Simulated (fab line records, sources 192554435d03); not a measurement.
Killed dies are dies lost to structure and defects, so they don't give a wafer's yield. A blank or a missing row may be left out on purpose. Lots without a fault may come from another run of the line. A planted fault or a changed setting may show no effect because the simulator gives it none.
A struck lot beside a sound one | flow n5_finfet | 38 steps out of a route of 1938
Sound: wafers L185.3, L185.4, L185.5. Struck: wafer L191.6. (L191.1, L191.3 of the same lot were not struck and are left out.) The cause comes at the end.
At each step with rows: each side's tool, then ch and its chambers, then its first start. Under that, the readings that differ: sound wafers | struck wafers | difference of the means | sigmas: that difference in standard deviations of wafers without a fault.
alike: readings whose means differ by less than 2 such deviations, and words and numbers that are the same on both sides. not compared: withheld readings, readings that some wafer has no value for, bounds like >300 that may hide the same value, and numbers for which the record gives no deviation and whose values overlap.
The two part at a step that has a row with sigmas, a row that says differs or no value, or rows on one side only. Numbers that don't overlap but have no deviation are shown without sigmas and don't part them. A reading that every wafer of one side lacks parts them only if that side has two wafers or more.

first, 8 steps without rows for these wafers: N5_BEOL_M0_ANNEAL_119 (time 90 s); N5_BEOL_M0_CMP_120 (polishes, stops on SiOC, t overpolish 6.9 s); N5_BEOL_M0_PRE_CLEAN_131 (time 15 s); N5_BEOL_M0_CO_CAP_123 (material Co, precursor CCTBA/H2, target thk 2 nm, time 102.1 s); N5_BEOL_M0_PRE_CLEAN_124 (time 15 s); N5_BEOL_M0_DEP_125 (deposits SiCN from 3MS/NH3, target thk 8 nm, time 14 s); N5_BEOL_M1_ILD_DEP_00 (deposits SiOC from DEMS/O2, target thk 79 nm, time 15.3 s); N5_BEOL_M1_PECVD_72 (deposits SiO2 from TEOS/O2, target thk 16 nm, time 18 s).
N5_BEOL_M1_HM_DEP_02: deposits TiN, target thk 20 nm.
  sound on pvd_sputter-03, day 9 02:19; struck on pvd_sputter-03, day 10 02:53
  alike: substrate_temp_c, throttle_valve_pct
then, 9 steps without rows for these wafers: N5_BEOL_M1_COAT_61 (time 60 s, resist thk 60 nm); N5_BEOL_M1_COAT_62 (time 60 s, resist thk 12 nm); N5_BEOL_M1_COAT_73 (time 60 s, resist thk 5 nm); N5_BEOL_M1_COAT_05 (resist thk 30 nm); N5_BEOL_M1_EBR_07; N5_BEOL_M1_SOFTBAKE_06 (time 60 s); N5_BEOL_M1_EXPOSE_08 (exposes mask M1); N5_BEOL_M1_PEB_09 (peb time 60 s); N5_BEOL_M1_DEVELOP_10 (develop time 30 s).
N5_BEOL_M1_INSPECT_13: inspects for defects (brightfield).
  sound on defect_inspect-01, day 9 02:48; struck on defect_inspect-01, day 10 03:29
  reading          | sound       | struck | difference | sigmas
  raw_defect_count | 439 365 326 | 871    | +494       | +5
then, 16 steps without rows for these wafers: N5_BEOL_M1_DESCUM_16 (chemistry O2, time 7 s); N5_BEOL_M1_ETCH_74 (etches underlayer in N2/H2, target depth 6.5 nm, time 5.2 s); N5_BEOL_M1_ETCH_63 (etches SiARC in CF4, target depth 15.6 nm, time 26 s); N5_BEOL_M1_ETCH_64 (etches SOC in N2/H2, target depth 75 nm, overetch 15 nm, time 112.5 s); N5_BEOL_M1_STRIP_65 (strips in N2/H2); N5_BEOL_M1_STRIP_75 (strips in N2/H2); N5_BEOL_M1_STRIP_66 (strips in CF4); N5_BEOL_M1_HM_OPEN_17 (chemistry Cl2/BCl3, target TiN, target depth 20 nm, overetch 6 nm); N5_BEOL_M1_STRIP_19 (strips in O2); N5_BEOL_M1_COAT_67 (time 60 s, resist thk 60 nm); N5_BEOL_M1_COAT_68 (time 60 s, resist thk 12 nm); N5_BEOL_M1_COAT_76 (time 60 s, resist thk 5 nm); N5_BEOL_M1_COAT_22 (resist thk 30 nm); N5_BEOL_M1_EBR_24; N5_BEOL_M1_SOFTBAKE_23 (time 60 s); N5_BEOL_M1_EXPOSE_25 (exposes mask V0, defocus 5 nm, target cd 24 nm).
N5_BEOL_M1_INSPECT_30: inspects for defects (brightfield).
  sound on defect_inspect-02, day 9 03:50; struck on defect_inspect-02, day 10 04:22
  reading          | sound       | struck | difference | sigmas
  raw_defect_count | 416 332 300 | 837    | +488       | +5
-- the record jumps here: 3 days lie between the struck wafers' starts before and after (it left off in module BEOL_M1 and takes up again in module BEOL_M4, whose first step shown is number 1111 of the route) --
N5_BEOL_M4_RC_MEAS_101:
  sound on prober-01 ch 0, day 11 05:59; struck on prober-02 ch 0, day 13 04:35
  alike: DIBL_N, DIBL_P, IOFF_N, IOFF_P, ION_N, ION_P, SS_N, SS_P, VT_N, VT_P
-- the record jumps here: 4 days lie between the struck wafers' starts before and after (it left off in module BEOL_M4 and takes up again in module PASSIVATION, whose first step shown is number 1936 of the route) --
N5_PASSIVATION_PROBE_49:
  sound on prober-02, day 15 10:46; struck on prober-02, day 17 08:46
  reading                  | sound          | struck | difference | sigmas
  defect_limited_yield (%) | 91.0 90.4 91.2 | 82.9   | -8.0       | -6
  killed_at_M0_to_M3       | 26 30 38       | 121    | +90        | +8
  killed_dies              | 106 113 104    | 202    | +94        | +6
  sort_bin_5_function (%)  | 4.9 6.2 5.3    | 10.6   | +5.1       | +6
  sort_bin_6_memory (%)    | 4.1 3.2 3.3    | 5.0    | +1.5       | +2
  sort_n_pass              | 1074 1067 1076 | 978    | -94        | -6
  sort_yield_pct (%)       | 91.0 90.4 91.2 | 82.9   | -8.0       | -6
  alike: killed_at_M4_up, killed_at_contacts, killed_at_front_end, killed_at_other, killed_open, killed_short

WHERE THEY PART
First at N5_BEOL_M1_INSPECT_13; last, within this record, at N5_PASSIVATION_PROBE_49.

WHY: what the simulator had put in
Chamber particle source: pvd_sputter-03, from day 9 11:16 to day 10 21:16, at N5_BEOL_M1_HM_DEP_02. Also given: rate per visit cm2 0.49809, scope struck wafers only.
